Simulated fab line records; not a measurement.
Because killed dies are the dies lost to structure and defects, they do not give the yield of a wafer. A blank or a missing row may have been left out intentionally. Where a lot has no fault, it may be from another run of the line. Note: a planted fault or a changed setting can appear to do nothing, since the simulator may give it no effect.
The tool behind it: which one? + flow n5 finfet + Sampling: 8 lots, 24 wafers, 5 of 1938 route steps

== WHAT THE GAUGES SHOWED, per wafer ==
N5_BEOL_M4_RC_MEAS_101.
| lot  | measured     | on        | DIBL_N (mV/V)  |
|------|--------------|-----------|----------------|
| L526 | day 7 22:57  | prober-02 | 37.0 36.5 36.5 |
| L531 | day 9 11:07  | prober-01 | 35.0 32.6 31.7 |
| L532 | day 9 12:15  | prober-02 | 35.1 37.4 38.2 |
| L533 | day 9 11:01  | prober-02 | 35.9 33.1 36.3 |
| L538 | day 11 13:04 | prober-01 | 38.2 34.0 36.5 |
| L540 | day 11 21:35 | prober-01 | 34.7 36.6 36.2 |
| L545 | day 12 12:03 | prober-01 | 36.3 33.1 34.3 |
| L549 | day 14 01:53 | prober-02 | 34.6 36.8 36.9 |

== EACH LOT AND THE TOOL THAT RAN IT (in order: tool; ch and the chambers of the sampled wafers; start) ==
| lot  | N5_MOL_CONTACT_COAG_CONTACT_ETCH_14 | N5_MOL_CONTACT_COAG_ETCH_110      | N5_MOL_CONTACT_COAG_ALD_20         | N5_MOL_CONTACT_COAG_ANNEAL_113   |
|------|-------------------------------------|-----------------------------------|------------------------------------|----------------------------------|
| L526 | rie diel-06 ch 0,1, day 4 17:10     | rie diel-06 ch 0,1, day 4 17:16   | ald metal-04 ch 0,2,3, day 4 17:59 | rtp anneal-01 ch 0, day 4 20:07  |
| L531 | rie diel-06 ch 0,1, day 6 02:13     | rie diel-06 ch 0,1, day 6 02:19   | ald metal-04 ch 0,1,3, day 6 04:35 | rtp anneal-02 ch 0, day 6 06:37  |
| L532 | rie diel-06 ch 0,1, day 6 07:55     | rie diel-06 ch 0,1, day 6 08:01   | ald metal-01 ch 0,1,2, day 6 08:46 | rtp anneal-02 ch 0, day 6 12:52  |
| L533 | rie diel-04 ch 1,3, day 6 09:23     | rie diel-04 ch 1,3, day 6 09:28   | ald metal-03 ch 1,2, day 6 11:40   | rtp anneal-01 ch 0, day 6 14:17  |
| L538 | rie diel-04 ch 0,1,3, day 7 21:53   | rie diel-04 ch 0,1,3, day 7 21:59 | ald metal-03 ch 0,2,3, day 7 23:28 | rtp anneal-02 ch 0, day 8 01:29  |
| L540 | rie diel-06 ch 0,3, day 8 06:47     | rie diel-06 ch 0,3, day 8 06:53   | ald metal-03 ch 1,2, day 8 07:46   | rtp anneal-01 ch 0, day 8 09:26  |
| L545 | rie diel-04 ch 1,3, day 9 09:58     | rie diel-04 ch 1,3, day 9 10:04   | ald metal-03 ch 0,1,3, day 9 10:56 | rtp anneal-02 ch 0, day 9 13:07  |
| L549 | rie diel-04 ch 0,2, day 10 08:42    | rie diel-04 ch 0,2, day 10 08:48  | ald metal-01 ch 0,2, day 10 09:34  | rtp anneal-02 ch 0, day 10 13:15 |
- N5_MOL_CONTACT_COAG_CONTACT_ETCH_14: etches SiO2 in C4F6/O2, target depth 27.5 nm, overetch 8.5 nm, time 20 s.
- N5_MOL_CONTACT_COAG_ETCH_110: etches Si in CF4/O2, target depth 2.5 nm, time 8 s.
- N5_MOL_CONTACT_COAG_ALD_20: deposits TiN, target thk 1.5 nm, pulse time 1 s, purge time 3 s.
- N5_MOL_CONTACT_COAG_ANNEAL_113: time 300 s.

== THE ANSWER, worked out from the rows above alone ==
Rule: usual is defined by the lots themselves. The widest of any qualifying gaps counts: lots, ordered by their means at a reading, are off when they make up no more than a third of the lots, leave a main group of 4 or more, and stand apart from it by 3 or more times the standard deviation of that group's means. A main group whose means are all the same, to the digits that the tables above print for the reading, isn't used. Also off: a lot with no number at a reading for which 4 or more lots have one. All remaining lots with rows at the step are treated as sound.
Across all readings shown, no lot is off: no conclusion can be drawn from this.

== WHAT WAS PUT IN BY THE SIMULATOR ==
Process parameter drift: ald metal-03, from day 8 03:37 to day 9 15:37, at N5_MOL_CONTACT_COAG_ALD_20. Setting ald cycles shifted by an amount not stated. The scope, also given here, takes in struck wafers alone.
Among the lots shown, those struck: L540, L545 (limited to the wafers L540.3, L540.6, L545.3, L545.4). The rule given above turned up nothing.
